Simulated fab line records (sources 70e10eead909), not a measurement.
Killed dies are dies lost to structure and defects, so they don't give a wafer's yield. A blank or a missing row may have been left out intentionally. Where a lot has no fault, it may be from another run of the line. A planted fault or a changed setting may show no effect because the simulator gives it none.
Chamber matching || flow nand harc || NHARC_P_GATE_ETCH_32 on rie si-02: 4 sister chambers
The step etches the open film in HBr/Cl2, target depth 150 nm, time 100.1 s. 4 wafers are shown with their chamber, then 11 later ones without.

EACH WAFER AND ITS CHAMBER
{"wafer": "L086.1", "chamber": 2, "drypump motor current A (A)": 6.2}
{"wafer": "L087.1", "chamber": 0, "drypump motor current A (A)": 5.4}
{"wafer": "L087.3", "chamber": 3, "drypump motor current A (A)": 5.9}
{"wafer": "L089.2", "chamber": 1, "drypump motor current A (A)": 5.6}

WAFERS MISSING THEIR CHAMBER
{"wafer": "L089.4", "drypump motor current A (A)": 6.2}
{"wafer": "L089.5", "drypump motor current A (A)": 5.6}
{"wafer": "L093.1", "drypump motor current A (A)": 5.6}
{"wafer": "L093.2", "drypump motor current A (A)": 6.0}
{"wafer": "L093.5", "drypump motor current A (A)": 6.0}
{"wafer": "L094.1", "drypump motor current A (A)": 5.4}
{"wafer": "L094.2", "drypump motor current A (A)": 6.2}
{"wafer": "L094.3", "drypump motor current A (A)": 5.6}
{"wafer": "L095.1", "drypump motor current A (A)": 5.4}
{"wafer": "L095.2", "drypump motor current A (A)": 5.6}
{"wafer": "L095.6", "drypump motor current A (A)": 6.2}

WHICH CHAMBER EACH ONE RAN IN
{"wafer": "L089.4", "from the rows above": 2, "in truth": 2}
{"wafer": "L089.5", "from the rows above": 1, "in truth": 1}
{"wafer": "L093.1", "from the rows above": 1, "in truth": 1}
{"wafer": "L093.2", "from the rows above": 3, "in truth": 3}
{"wafer": "L093.5", "from the rows above": 3, "in truth": 3}
{"wafer": "L094.1", "from the rows above": 0, "in truth": 0}
{"wafer": "L094.2", "from the rows above": 2, "in truth": 2}
{"wafer": "L094.3", "from the rows above": 1, "in truth": 1}
{"wafer": "L095.1", "from the rows above": 0, "in truth": 0}
{"wafer": "L095.2", "from the rows above": 1, "in truth": 1}
{"wafer": "L095.6", "from the rows above": 2, "in truth": 2}
11 of 11 placed correctly. Number that these rows cannot place: 0. Placed wrongly: 0.
How it was worked out, from the rows above alone: a wafer's distance from a chamber is the root of the sum, over the readings, of the square of ((its reading less the chamber's mean) divided by the reading's scatter). The wafer belongs to the nearest chamber; if the next one is less than 2 further off, it can't be placed. Each chamber's mean is taken over the wafers shown for it. The scatter: root of mean squared gap, hidden wafer to nearest shown wafer, with one shown wafer a chamber.
